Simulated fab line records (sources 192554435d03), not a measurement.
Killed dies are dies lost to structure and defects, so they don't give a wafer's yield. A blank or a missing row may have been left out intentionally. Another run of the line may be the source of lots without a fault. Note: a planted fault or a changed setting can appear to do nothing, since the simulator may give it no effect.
Matching of chambers -- flow n5 finfet -- 4 sister chambers for N5_DUMMY_GATE_ETCH_31 on rie diel-06
The step etches SiO2 in C4F6/O2, target depth 82.5 nm, time 27.5 s. 22 wafers are shown with their chamber, then 11 later ones without.

## EACH WAFER AND ITS CHAMBER
wafer,chamber,showerhead plenum p Torr (Torr),throttle valve pct (%),drypump motor current A (A)
L074.1,2,2.95,21.14,5.2
L074.4,1,2.76,21.17,5.7
L074.6,3,2.75,21.45,5.3
L078.2,2,2.95,21.15,5.2
L078.3,3,2.75,21.48,5.3
L078.6,2,2.95,21.15,5.2
L079.1,3,2.74,21.47,5.4
L079.4,2,2.95,21.15,5.2
L079.6,3,2.74,21.50,5.4
L082.1,3,2.74,21.48,5.3
L082.3,1,2.75,21.17,5.7
L082.4,2,2.95,21.15,5.2
L084.1,3,2.74,21.50,5.4
L084.3,1,2.75,21.18,5.6
L084.4,1,2.75,21.17,5.6
L085.1,1,2.75,21.19,5.6
L085.4,0,2.80,20.87,4.9
L085.6,3,2.74,21.50,5.4
L086.2,3,2.74,21.51,5.3
L086.4,0,2.80,20.89,4.9
L086.5,2,2.94,21.18,5.2
L088.2,0,2.80,20.87,4.9

SIGNATURES (averages over the wafers above)
reading,chamber 0,chamber 1,chamber 2,chamber 3,scatter within a chamber
showerhead plenum p Torr,2.8000,2.7520,2.9483,2.7425,0.00417
throttle valve pct,20.8767,21.1760,21.1533,21.4862,0.0155
drypump motor current A,4.900,5.640,5.200,5.350,0.0422
Rule: distance of a wafer from a chamber = root of the sum over the readings of ((wafer's reading minus chamber's mean) / reading's scatter) squared. The wafer belongs to the nearest chamber; if the next one is less than 2 further off, it can't be placed. The scatter: the root of (the sum of the squares of (reading less its chamber's mean) over the shown wafers, divided by (wafers less chambers)).

## WAFERS WITHOUT THEIR CHAMBER
wafer,showerhead plenum p Torr (Torr),throttle valve pct (%),drypump motor current A (A)
L088.3,2.74,21.50,5.4
L088.6,2.74,21.52,5.4
L091.2,2.94,21.20,5.2
L091.5,2.73,21.50,5.4
L091.6,2.94,21.20,5.3
L093.2,2.79,20.88,4.9
L093.4,2.73,21.55,5.3
L093.6,2.73,21.52,5.3
L094.1,2.79,20.90,4.9
L094.3,2.93,21.20,5.2
L094.4,2.73,21.51,5.4

## EACH ONE'S CHAMBER
wafer,from the rows above,in truth
L088.3,3,3
L088.6,3,3
L091.2,2,2
L091.5,3,3
L091.6,2,2
L093.2,0,0
L093.4,3,3
L093.6,3,3
L094.1,0,0
L094.3,2,2
L094.4,3,3
11 of 11 placed correctly. Left unplaced by these rows: 0. Number placed wrongly: 0.
